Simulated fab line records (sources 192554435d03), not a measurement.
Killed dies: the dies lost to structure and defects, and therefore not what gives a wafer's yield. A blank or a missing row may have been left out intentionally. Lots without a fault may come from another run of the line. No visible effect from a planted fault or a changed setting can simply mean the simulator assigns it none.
Which tool was responsible?    flow n5-finfet    30 wafers from 10 lots sampled at 4 of the route's 1938 steps

== WHAT THE GAUGES SHOWED, per wafer ==
N5_GATE_CUT_CD_MEAS_13 targets a cd of 20 nm.
lot   measured      on         cd-nm (nm)
L788  day 5 17:17   cd-sem-01  20.07 20.48 19.14
L790  day 6 06:02   cd-sem-02  19.91 19.36 19.86
L792  day 6 15:52   cd-sem-03  20.19 19.76 19.82
L794  day 7 04:42   cd-sem-03  19.73 20.53 19.70
L796  day 7 17:47   cd-sem-03  19.54 19.97 19.98
L797  day 7 23:11   cd-sem-03  20.29 19.77 20.04
L798  day 8 05:14   cd-sem-03  19.84 20.01 20.05
L802  day 9 04:12   cd-sem-02  20.11 19.95 20.54
L804  day 9 16:24   cd-sem-02  19.82 20.20 20.13
L805  day 10 02:53  cd-sem-03  19.74 20.25 20.32

== WHICH TOOL RAN EACH LOT (tool, then ch and the chambers of the sampled wafers, then the start) ==
lot   N5_HKMG_FIN_ALD_21                  N5_GATE_CUT_ETCHBACK_30           N5_GATE_CUT_COAT_34
L788  ald-metal-04 ch 0,2,3, day 5 12:19  rie-metal-02 ch 0,1, day 5 13:51  litho-track-03 ch 0, day 5 17:01
L790  ald-metal-04 ch 1,3, day 6 00:34    rie-metal-03 ch 0,1, day 6 02:04  litho-track-01 ch 0, day 6 05:38
L792  ald-metal-01 ch 0,3, day 6 10:10    rie-metal-03 ch 0, day 6 11:58    litho-track-01 ch 0, day 6 15:29
L794  ald-metal-04 ch 0,2,3, day 6 23:39  rie-metal-03 ch 0,1, day 7 01:22  litho-track-01 ch 0, day 7 04:26
L796  ald-metal-04 ch 0,2,3, day 7 12:37  rie-metal-03 ch 0,1, day 7 14:06  litho-track-04 ch 0, day 7 17:23
L797  ald-metal-01 ch 0,1,2, day 7 18:07  rie-metal-02 ch 0,1, day 7 19:36  litho-track-01 ch 0, day 7 22:55
L798  ald-metal-04 ch 0,1,2, day 8 00:07  rie-metal-03 ch 0,1, day 8 01:36  litho-track-01 ch 0, day 8 04:59
L802  ald-metal-04 ch 0,2, day 8 22:56    rie-metal-03 ch 0,1, day 9 00:25  litho-track-03 ch 0, day 9 03:56
L804  ald-metal-04 ch 0,2,3, day 9 11:34  rie-metal-01 ch 0,1, day 9 13:04  litho-track-04 ch 0, day 9 16:08
L805  ald-metal-04 ch 0,1, day 9 22:03    rie-metal-03 ch 0,1, day 9 23:32  litho-track-04 ch 0, day 10 02:37
- N5_HKMG_FIN_ALD_21: deposits TiN, target thk 1.5 nm, pulse time 1 s, purge time 3 s.
- N5_GATE_CUT_ETCHBACK_30: etches TiN in Cl2/Ar, target depth 3 nm.
- N5_GATE_CUT_COAT_34: time 60 s, resist thk 60 nm.

== THE ANSWER, worked out from the rows above alone ==
Rule: what is usual is taken from the lots themselves. Put in order of their means at a reading, lots are off if they are a third of the lots or fewer, leave a main group of 4 or more, and stand apart from it by a gap of 3 or more times the standard deviation of the main group's means; of several such gaps the widest counts. A main group whose means are all the same, to the digits that the tables above print for the reading, isn't used. A lot without any number at a reading at which 4 lots or more have one is off too. All remaining lots with rows at the step are treated as sound.
None of the lots is off at any reading shown; this tells nothing.

== WHAT WAS PUT IN BY THE SIMULATOR ==
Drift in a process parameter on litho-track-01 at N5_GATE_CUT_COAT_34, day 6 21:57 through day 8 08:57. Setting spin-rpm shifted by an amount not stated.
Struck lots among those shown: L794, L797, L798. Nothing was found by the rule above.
